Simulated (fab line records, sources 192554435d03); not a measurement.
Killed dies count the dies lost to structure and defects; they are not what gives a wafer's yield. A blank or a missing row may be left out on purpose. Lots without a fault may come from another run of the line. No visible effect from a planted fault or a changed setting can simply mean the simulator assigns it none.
fab line records    flow n5-finfet
record lots=9  wafers=27  last-day=17
route steps=1938 shown BEOL_M0_CUTY@709 BEOL_M0@715 BEOL_M4@1111
lots untouched by any fault: they come from a run of this same line in which no faults occurred
start-h: hours from the record's first day to the start of the lot's first wafer shown    wait-h: time in hours since the lot's previous step    " unchanged from the row above    L1.1+2: one row covering several wafers at once    - no value, or no start given    * or withheld: withheld    < > ~ a bound
route shown NAME@n: a module of which the file shows steps, and the number in the route of the first    usual: mean/standard deviation of fault-free wafers    same: alike in all rows    chamber/n: place in a boat    sites: readings site by site    _std_site: their standard deviation    _edge_site: inner sites' mean taken away from outer sites' mean    radius-mm: how far each site lies from the wafer's centre    mask NAME#n: copy n    behind: the last tool/chamber to shape the wafer    hold: why the lot was held/for how many hours/how that ended    device: the transistor (n, p or np) that didn't switch    end of line: the route-end tests of the same wafers    a step given without rows: its recipe and nothing more    killed: dies lost to structure and defects at the first sort, not the wafer's yield    map: per-die view of a wafer (x killed, . not killed, _ where there is no die)
set.NAME: the run value of the setting; set.NAME@STEP: its run value at that earlier step    model.NAME: the simulator's own value behind a step, which no gauge read
a sample of lots followed through the steps of the route, with each step as a table and each wafer as a row
services: a tool's chamber out of use, with start hour (start-h, from the record's first day; less than 0 if before it), hours out, and reason
## steps
# step N5_BEOL_M0_CUTY_OVL_MEAS_58
# recipe points-per-wafer=44
# usual M0_ABLK_OVL=0.7/0.91
lot.wafer  tool        chamber  start-h  wait-h  M0_ABLK_OVL[nm]
L324.1     overlay-02  0        128.25   0.0     0.5
L324.4     "           0        "        "       1.2
L324.5     "           0        "        "       1.8
L325.1     overlay-01  0        135.92   0.0     1.1
L325.3     "           0        "        "       0.5
L325.5     "           0        "        "       0.1
L326.1     overlay-01  0        136.42   0.0     1.7
L326.5     "           0        "        "       1.8
L326.6     "           0        "        "       0.2
L329.1     overlay-02  0        153.75   0.0     -0.3
L329.3     "           0        "        "       0.0
L329.5     "           0        "        "       -0.5
L333.2     overlay-02  0        187.95   0.0     0.2
L333.3     "           0        "        "       0.5
L333.4     "           0        "        "       -0.1
L334.1     overlay-02  0        191.06   0.0     -1.1
L334.3     "           0        "        "       -1.5
L334.4     "           0        "        "       0.7
L339.1     overlay-02  0        217.29   0.0     1.5
L339.3     "           0        "        "       1.3
L339.6     "           0        "        "       0.9
L341.3     overlay-01  0        230.00   0.0     -0.7
L341.5     "           0        "        "       -0.2
L341.6     "           0        "        "       -0.6
L344.4     overlay-01  0        246.56   0.0     0.9
L344.5     "           0        "        "       1.0
L344.6     "           0        "        "       0.6
# step N5_BEOL_M0_ETCH_138
# recipe chemistry=CH3F/O2  target-depth-a=120  target=SiCN  time-s=31.6  ion-energy-ev=120  pressure-mtorr=30  source-w=395  bias-w=75  Ar_flow_sccm=150  CH3F_flow_sccm=30  O2_flow_sccm=20  ends=cleared
# usual drypump-motor-current-A=5.7/0.49  etch-rf-on-time-s=29.3/0.66  oes-product-au=0.66/0.069  rf-vpp-V=298.1/1.5  showerhead-plenum-p-Torr=2.04/0.062  throttle-valve-pct=16.39/0.26
lot.wafer  tool         chamber  start-h  wait-h  drypump-motor-current-A  etch-rf-on-time-s  oes-product-au  rf-hours-counter-h  rf-vpp-V  showerhead-plenum-p-Torr  throttle-valve-pct
L324.1     rie-diel-01  3        128.69   0.0     5.2                      27.4               0.63            188                 298.3     2.08                      16.79
L324.4     "            0        "        "       5.1                      30.1               0.73            40                  296.6     1.95                      16.30
L324.5     "            2        "        "       6.1                      28.8               0.64            -                   298.4     2.08                      16.42
L325.1     rie-diel-01  0        136.21   0.0     5.1                      29.9               0.73            43                  296.3     1.95                      16.31
L325.3     "            2        "        "       6.1                      28.1               0.64            170                 298.4     2.08                      16.42
L325.5     "            3        "        "       5.3                      28.9               0.62            -                   297.5     2.08                      16.78
L326.1     rie-diel-05  1        136.68   0.0     5.7                      28.5               0.69            81                  299.6     2.10                      16.38
L326.5     "            0        "        "       6.6                      29.7               0.59            -                   297.6     1.99                      16.34
L326.6     "            3        "        "       5.7                      29.8               0.74            -                   299.7     2.12                      15.93
L329.1     rie-diel-05  1        154.38   0.0     5.7                      28.1               0.69            87                  298.9     2.10                      16.39
L329.3     "            3        "        "       5.7                      29.2               0.74            40                  300.1     2.11                      15.95
L329.5     "            0        "        "       6.6                      29.0               0.59            -                   296.2     1.98                      16.34
L333.2     rie-diel-05  0        188.22   0.0     6.6                      29.4               0.58            241                 296.6     1.98                      16.38
L333.3     "            1        "        "       5.8                      28.9               0.67            100                 299.0     2.10                      16.43
L333.4     "            3        "        "       5.7                      29.0               0.73            52                  300.5     2.11                      15.97
L334.1     rie-diel-05  0        191.80   0.0     6.6                      29.6               0.59            242                 294.8     1.98                      16.37
L334.3     "            3        "        "       5.7                      29.1               0.73            53                  299.5     2.11                      15.98
L334.4     "            2        "        "       5.1                      30.6               0.59            222                 298.6     2.07                      16.69
L339.1     rie-diel-05  2        217.87   0.0     5.1                      20.8               0.72            232                 299.0     2.07                      16.74
L339.3     "            1        "        "       5.8                      21.1               0.82            110                 298.3     2.09                      16.45
L339.6     "            2        "        "       5.1                      20.8               0.72            -                   297.0     2.07                      16.72
L341.3     rie-diel-05  1        230.72   0.0     5.8                      20.5               0.81            117                 298.7     2.09                      16.46
L341.5     "            2        "        "       5.1                      20.7               0.71            -                   300.0     2.07                      16.74
L341.6     "            3        "        "       5.7                      21.1               0.87            -                   298.9     2.10                      16.02
L344.4     rie-diel-06  0        246.86   0.0     4.9                      30.1               0.70            -                   296.3     1.94                      16.28
L344.5     "            1        "        "       5.1                      30.3               0.63            -                   297.2     2.00                      16.31
L344.6     "            3        "        "       5.8                      30.1               0.62            -                   298.0     1.98                      16.56
# step N5_BEOL_M0_STRIP_140
# recipe chemistry=CF4  resist=SiARC  power-w=300  bias-power-w=75  pressure-mtorr=50  cf4-flow-sccm=150  rf-frequency-hz=6e+07
# usual drypump-motor-current-A=5.7/0.56  oes-product-au=0.75/0.067  rf-vpp-V=271.7/1.8  showerhead-plenum-p-Torr=1.82/0.05  throttle-valve-pct=13.66/0.22
lot.wafer  tool         chamber  start-h  wait-h  drypump-motor-current-A  oes-product-au  rf-hours-counter-h  rf-vpp-V  showerhead-plenum-p-Torr  throttle-valve-pct
L324.1     rie-diel-05  0        135.15   0.3     6.6                      0.68            223                 269.6     1.76                      13.56
L324.4     "            2        "        "       5.1                      0.70            202                 271.6     1.84                      13.83
L324.5     "            3        "        "       5.7                      0.86            -                   274.9     1.89                      13.19
L325.1     rie-diel-06  1        138.10   0.1     5.2                      0.75            138                 271.0     1.80                      13.48
L325.3     "            3        "        "       5.7                      0.74            149                 271.5     1.80                      13.85
L325.5     "            1        "        "       5.2                      0.75            -                   272.4     1.80                      13.48
L326.1     rie-diel-05  3        138.39   0.4     5.7                      0.86            34                  274.0     1.89                      13.21
L326.5     "            0        "        "       6.5                      0.69            -                   269.6     1.76                      13.54
L326.6     "            1        "        "       5.7                      0.79            -                   274.0     1.89                      13.69
L329.1     rie-diel-05  3        159.10   0.3     5.7                      0.85            42                  273.6     1.89                      13.19
L329.3     "            2        "        "       5.1                      0.70            210                 275.7     1.83                      13.84
L329.5     "            3        "        "       5.7                      0.84            -                   273.4     1.89                      13.22
L333.2     rie-diel-05  0        188.62   0.1     6.6                      0.67            241                 270.9     1.76                      13.60
L333.3     "            2        "        "       5.1                      0.67            221                 273.4     1.83                      13.89
L333.4     "            1        "        "       5.8                      0.78            100                 274.1     1.89                      13.74
L334.1     rie-diel-01  2        192.90   0.3     6.1                      0.72            193                 272.8     1.85                      13.73
L334.3     "            0        "        "       5.1                      0.82            66                  273.8     1.73                      13.53
L334.4     "            1        "        "       5.9                      0.92            14                  272.2     1.76                      13.39
L339.1     rie-diel-01  2        220.22   0.1     6.1                      0.71            202                 273.9     1.85                      13.78
L339.3     "            1        "        "       5.9                      0.90            22                  270.9     1.76                      13.39
L339.6     "            2        "        "       6.1                      0.71            -                   272.6     1.85                      13.77
L341.3     rie-diel-01  1        231.67   0.4     5.9                      0.89            26                  270.0     1.76                      13.42
L341.5     "            1        "        "       5.9                      0.89            -                   269.4     1.76                      13.42
L341.6     "            0        "        "       5.2                      0.81            -                   271.9     1.73                      13.55
L344.4     rie-diel-01  1        253.32   0.1     5.9                      0.88            33                  270.7     1.76                      13.43
L344.5     "            3        "        "       5.3                      0.69            -                   269.7     1.84                      14.05
L344.6     "            0        "        "       5.1                      0.79            -                   268.8     1.72                      13.59
# step N5_BEOL_M0_DEGAS_112
# recipe ambient=vacuum  temp-c=250  time-s=60
# usual heater-power-w=341/28
lot.wafer  tool            chamber  start-h  wait-h  heater-power-w
L324.1     pvd-sputter-03  -        138.47   2.3     353
L324.4     "               -        "        "       343
L324.5     "               -        "        "       306
L325.1     pvd-sputter-02  -        139.03   0.2     355
L325.3     "               -        "        "       369
L325.5     "               -        "        "       344
L326.1     pvd-sputter-02  -        139.75   0.8     344
L326.5     "               -        "        "       381
L326.6     "               -        "        "       338
L329.1     pvd-sputter-03  -        159.90   0.3     348
L329.3     "               -        "        "       309
L329.5     "               -        "        "       358
L333.2     pvd-sputter-02  -        191.17   2.0     344
L333.3     "               -        "        "       348
L333.4     "               -        "        "       367
L334.1     pvd-sputter-01  -        194.01   0.6     374
L334.3     "               -        "        "       388
L334.4     "               -        "        "       295
L339.1     pvd-sputter-02  -        221.03   0.2     353
L339.3     "               -        "        "       351
L339.6     "               -        "        "       338
L341.3     pvd-sputter-03  -        233.17   0.5     344
L341.5     "               -        "        "       346
L341.6     "               -        "        "       354
L344.4     pvd-sputter-03  -        254.35   0.1     351
L344.5     "               -        "        "       317
L344.6     "               -        "        "       279
# step N5_BEOL_M4_RC_MEAS_101
# usual DIBL_N=35.8/1.6  DIBL_P=36.0/2.1  IOFF_N=0.153/0.026  IOFF_P=0.21/0.037  ION_N=673/11  ION_P=462/7.6  SS_N=71.4/0.53  SS_P=73.2/0.67  VT_N=250/3.2  VT_P=-250/3.7
lot.wafer  tool       chamber  start-h  wait-h  DIBL_N[mV/V]  DIBL_P[mV/V]  IOFF_N[nA/um]  IOFF_P[nA/um]  ION_N[uA/um]  ION_P[uA/um]  SS_N[mV/dec]  SS_P[mV/dec]  VT_N[mV]  VT_P[mV]
L324.1     prober-01  0        191.95   0.0     36.7          38.9          0.176          0.28           693           472           71.4          74.1          250       -243
L324.4     "          0        "        "       37.7          40.2          0.201          0.32           682           477           72.1          74.1          246       -240
L324.5     "          0        "        "       35.7          37.7          0.146          0.26           673           470           71.0          73.2          252       -244
L325.1     prober-02  0        192.23   0.0     38.4          37.5          0.175          0.22           679           461           72.8          73.6          251       -251
L325.3     "          0        "        "       39.5          39.5          0.193          0.27           685           473           72.2          74.4          250       -249
L325.5     "          0        "        "       36.4          35.9          0.144          0.20           678           464           70.8          73.0          251       -253
L326.1     prober-01  0        198.14   0.0     37.5          36.1          0.193          0.24           691           468           71.4          73.7          245       -246
L326.5     "          0        "        "       37.4          36.3          0.183          0.25           685           471           70.9          73.9          246       -243
L326.6     "          0        "        "       36.8          35.5          0.180          0.24           697           476           70.6          72.9          245       -243
L329.1     prober-01  0        207.77   0.0     33.7          33.4          0.121          0.17           658           458           70.6          72.8          253       -255
L329.3     "          0        "        "       33.4          32.9          0.111          0.15           653           450           70.4          72.2          254       -253
L329.5     "          0        "        "       31.5          30.3          0.091          0.13           647           445           70.2          72.0          256       -257
L334.1     prober-02  0        240.69   0.0     33.4          32.2          0.113          0.16           656           449           71.4          71.8          254       -252
L334.3     "          0        "        "       33.7          32.9          0.112          0.17           659           457           70.6          72.4          255       -251
L334.4     "          0        "        "       36.6          37.2          0.168          0.23           684           465           71.2          73.2          249       -248
L333.2     prober-01  0        245.42   0.2     35.2          36.0          0.160          0.18           670           455           71.9          73.3          251       -252
L333.3     "          0        "        "       37.1          39.2          0.186          0.24           670           452           71.4          74.0          246       -250
L333.4     "          0        "        "       36.0          37.5          0.160          0.22           675           460           71.9          73.7          249       -251
L339.1     prober-01  0        275.89   0.0     35.1          36.0          0.145          0.19           665           459           70.7          73.7          251       -252
L339.3     "          0        "        "       35.1          35.8          0.148          0.19           671           458           71.4          72.8          249       -250
L339.6     "          0        "        "       37.1          38.2          0.178          0.22           678           460           72.4          74.1          249       -252
L341.3     prober-01  0        289.61   0.3     36.5          36.6          0.159          0.20           669           459           71.4          73.7          253       -251
L341.5     "          0        "        "       37.5          37.0          0.174          0.21           680           464           72.2          73.4          250       -249
L341.6     "          0        "        "       34.7          35.0          0.136          0.18           661           460           70.6          72.9          253       -254
L344.4     prober-01  0        302.60   0.5     33.2          32.0          0.110          0.15           664           457           70.9          71.6          256       -254
L344.5     "          0        "        "       34.2          32.8          0.118          0.15           667           458           71.0          72.4          253       -256
L344.6     "          0        "        "       37.3          37.4          0.188          0.24           685           467           71.0          73.3          246       -250
## services
tool            chamber  start-h  hours  kind
rie-diel-05     0        110.92   6.6    repair
pvd-sputter-02  -        114.88   19.9   repair
rie-diel-06     1        116.06   7.0    repair
rie-diel-01     1        140.38   -      clean
rie-diel-01     1        140.38   -      consumable-replace:focus-ring
rie-diel-01     1        140.38   15.4   scheduled-down
rie-diel-01     1        140.38   15.4   vent-cycle
pvd-sputter-01  -        143.08   4.3    repair
rie-diel-01     1        194.65   3.8    repair
rie-diel-05     1        208.51   1.2    repair
rie-diel-05     0        212.49   -      clean
rie-diel-05     0        212.49   -      consumable-replace:focus-ring
rie-diel-05     0        212.49   26.6   scheduled-down
rie-diel-05     0        212.49   26.6   vent-cycle
rie-diel-06     -        229.49   2.8    pm
rie-diel-06     2        245.69   -      clean
rie-diel-06     2        245.69   -      consumable-replace:focus-ring
rie-diel-06     2        245.69   18.1   scheduled-down
rie-diel-06     2        245.69   18.1   vent-cycle
rie-diel-05     1        251.98   3.1    repair
## key
first-sign step=N5_BEOL_M0_ETCH_138  reading=etch-rf-on-time-s  direction=down  sigmas=13  usual=*  struck=*
effect step=N5_BEOL_M0_ETCH_138  reading=oes-product-au  direction=up  sigmas=1.6  usual=0.66  struck=0.78  wafers-moved=5
met-at N5_BEOL_M0_ETCH_138
struck-lots L339,L341
not-acting-at N5_BEOL_M0_CUTY_OVL_MEAS_58,N5_BEOL_M0_STRIP_140,N5_BEOL_M0_DEGAS_112
onset-between 191.80 217.87
fault kind=process-parameter-drift  tool=rie-diel-05  chamber=-  onset-h=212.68  steps=N5_BEOL_M0_ETCH_138  channel=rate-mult  offset=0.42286  shape=step  end-h=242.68
